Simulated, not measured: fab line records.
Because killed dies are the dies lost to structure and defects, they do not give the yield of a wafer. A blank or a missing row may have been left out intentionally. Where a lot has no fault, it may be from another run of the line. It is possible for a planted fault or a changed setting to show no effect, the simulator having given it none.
Which of the tools did it? -- flow nandHarc -- route of 1302 steps, sampled at 1 step: 24 lots, 72 wafers

WHAT EACH GAUGE READ, for each wafer
NHARC_A_CHANNEL_HOLE_D1_CD_MEAS_30.
lot,measured,on,cdNm (nm)
L074,day 8 14:53,cdSem-01,90.9 89.4 90.0
L075,day 9 00:38,cdSem-01,89.3 91.0 90.8
L076,day 9 17:49,cdSem-01,93.1 92.0 90.9
L077,day 10 01:28,cdSem-01,90.7 89.8 90.8
L078,day 10 09:07,cdSem-02,91.5 91.3 91.1
L080,day 11 04:04,cdSem-03,91.3 91.6 89.5
L079,day 11 04:35,cdSem-03,91.0 91.1 90.4
L081,day 11 23:10,cdSem-03,89.9 89.4 90.4
L082,day 12 04:31,cdSem-02,91.2 90.2 89.8
L083,day 12 11:56,cdSem-01,89.3 89.3 88.0
L084,day 13 05:47,cdSem-02,89.9 89.6 89.6
L085,day 13 06:59,cdSem-03,91.0 90.9 90.2
L086,day 13 21:34,cdSem-02,88.6 89.8 90.0
L087,day 13 23:13,cdSem-02,91.8 90.9 91.0
L088,day 15 03:29,cdSem-03,89.4 90.2 90.4
L089,day 15 04:09,cdSem-02,90.1 91.3 90.1
L091,day 16 00:50,cdSem-03,90.4 89.6 91.0
L090,day 16 01:41,cdSem-02,89.8 89.5 90.4
L092,day 16 13:56,cdSem-02,90.7 91.5 90.6
L095,day 17 11:06,cdSem-01,89.5 88.7 88.6
L094,day 17 15:17,cdSem-02,88.7 89.5 90.1
L093,day 17 18:47,cdSem-03,89.3 90.5 89.5
L096,day 17 19:35,cdSem-03,89.7 90.2 90.3
L097,day 18 08:20,cdSem-02,89.6 90.8 89.1

TOOL THAT RAN EACH LOT (tool first, then ch and the chambers of the sampled wafers, then the start)
Record: no process step prior to these readings.

AS READ BY THE TOOLS THEMSELVES (means over the sampled wafers that have a number; for cases with no such wafer, the mark the record gives instead)
The record holds no such reading with a usual standard deviation.

THE ANSWER, worked out from the rows above alone
Rule: usual is defined by the lots themselves. The widest of any qualifying gaps counts: lots, ordered by their means at a reading, are off when they make up no more than a third of the lots, leave a main group of 4 or more, and stand apart from it by 3 or more times the standard deviation of that group's means. A main group is skipped when, at the precision printed for the reading in the tables above, its means are all equal. Also off: a lot with no number at a reading for which 4 or more lots have one. Any other lot the step has rows for is counted as sound. Order of review: gauges by route order, followed by the tools' own readings, for which a lot's mean as printed above is used. At the first step where some lot is off, the reading lying furthest off is the one used; lots without a number count as furthest.
Nothing can be told from this: no lot is off at any reading shown.

WHAT THE SIMULATOR HAD PUT IN
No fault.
